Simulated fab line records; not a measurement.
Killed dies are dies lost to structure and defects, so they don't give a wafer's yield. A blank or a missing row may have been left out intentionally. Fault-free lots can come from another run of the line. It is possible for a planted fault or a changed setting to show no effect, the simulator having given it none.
The tool behind it: which one? -- flow nand_harc -- Sampling: 24 lots, 72 wafers, 2 of 1302 route steps

WHAT EACH GAUGE READ, for each wafer
NHARC_A_ONON_D2_INSPECT_32. Usual: raw_defect_count at 387, with a standard deviation of 120.
lot,measured,on,raw_defect_count,flag
L074,day 12 03:29,defect_inspect-02,334 505 467,
L075,day 12 03:29,defect_inspect-01,383 362 553,
L076,day 12 22:16,defect_inspect-01,287 429 263,
L078,day 13 10:10,defect_inspect-01,318 462 449,
L079,day 14 00:11,defect_inspect-01,378 277 443,
L077,day 14 12:07,defect_inspect-02,321 276 205,
L080,day 14 12:08,defect_inspect-01,414 450 367,
L081,day 15 19:13,defect_inspect-02,319 400 364,
L082,day 15 19:37,defect_inspect-02,470 225 515,
L083,day 15 22:43,defect_inspect-02,517 422 308,
L084,day 16 11:26,defect_inspect-01,442 498 368,
L085,day 16 11:26,defect_inspect-02,308 388 282,
L087,day 17 06:05,defect_inspect-02,364 360 373,
L086,day 17 06:06,defect_inspect-01,281 450 292,
L088,day 17 18:42,defect_inspect-02,322 471 250,
L089,day 17 18:44,defect_inspect-01,407 259 248,
L090,day 18 10:07,defect_inspect-01,392 298 338,
L092,day 19 00:36,defect_inspect-01,240 372 391,
L091,day 19 00:40,defect_inspect-02,310 269 300,
L094,day 19 22:50,defect_inspect-01,291 400 374,
L093,day 19 23:01,defect_inspect-01,634 338 326,
L095,day 20 22:33,defect_inspect-01,837 489 702,
L096,day 20 22:39,defect_inspect-01,494 331 570,
L097,day 21 12:00,defect_inspect-02,417 335 480,

NHARC_A_CHANNEL_HOLE_D2_CD_MEAS_10 targets a cd of 100 nm. Usual: cd_nm at 100.2 nm, with a standard deviation of 0.44.
lot,measured,on,cd_nm (nm),flag
L074,day 12 08:38,cd_sem-03,100.5 100.3 99.4,
L075,day 12 08:59,cd_sem-01,100.7 99.8 99.8,
L076,day 13 03:53,cd_sem-02,100.3 100.7 100.3,
L078,day 13 13:04,cd_sem-02,100.2 99.9 100.6,
L079,day 14 03:34,cd_sem-03,100.7 100.4 99.7,
L077,day 14 14:50,cd_sem-02,99.8 100.8 100.5,
L080,day 14 14:59,cd_sem-01,100.8 100.5 99.8,
L081,day 15 22:31,cd_sem-02,100.0 100.6 100.4,
L082,day 16 00:25,cd_sem-01,100.4 100.8 99.9,
L083,day 16 05:07,cd_sem-01,100.4 100.7 100.2,
L084,day 16 14:08,cd_sem-03,101.0 100.7 100.1,
L085,day 16 14:17,cd_sem-02,100.8 100.2 100.4,
L087,day 17 12:11,cd_sem-03,100.1 100.9 100.3,
L086,day 17 14:03,cd_sem-02,99.7 99.6 98.8,
L088,day 18 00:54,cd_sem-01,99.5 99.5 100.0,
L089,day 18 01:17,cd_sem-03,99.5 99.9 99.4,
L090,day 18 14:34,cd_sem-01,99.5 100.0 99.8,
L092,day 19 04:30,cd_sem-02,100.6 99.5 99.9,
L091,day 19 04:40,cd_sem-02,99.7 99.6 99.7,
L094,day 20 03:09,cd_sem-03,100.1 100.2 100.4,
L093,day 20 03:36,cd_sem-03,100.3 101.1 100.5,
L095,day 21 01:47,cd_sem-03,100.8 100.6 99.8,
L096,day 21 03:31,cd_sem-03,99.9 100.6 100.3,
L097,day 21 14:52,cd_sem-03,100.3 100.6 99.8,

TOOL THAT RAN EACH LOT (tool first, then ch and the chambers of the sampled wafers, then the start)
Record: no process step prior to these readings.

WHAT THE TOOLS THEMSELVES READ (means of the sampled wafers that have a number; where no wafer has one, the mark that the record gives instead)
The record holds no such reading with a usual standard deviation.

THE ANSWER, worked out from the rows above alone
Rule: take the mean of a lot's wafers that have a number; if it is more than 3 standard deviations from the usual mean, the lot is off. Also off: a lot with no number at a reading for which 4 or more lots have one. The other lots that the step has rows for count as sound. After the gauges, taken in route order, come the tools' own readings; for these a lot's mean is taken, as printed above. The first step at which some lot is off is used, and at that step the reading that is off furthest; a lot without a number counts as furthest.
Across all readings shown, no lot is off: no conclusion can be drawn from this.

WHAT THE SIMULATOR PUT IN
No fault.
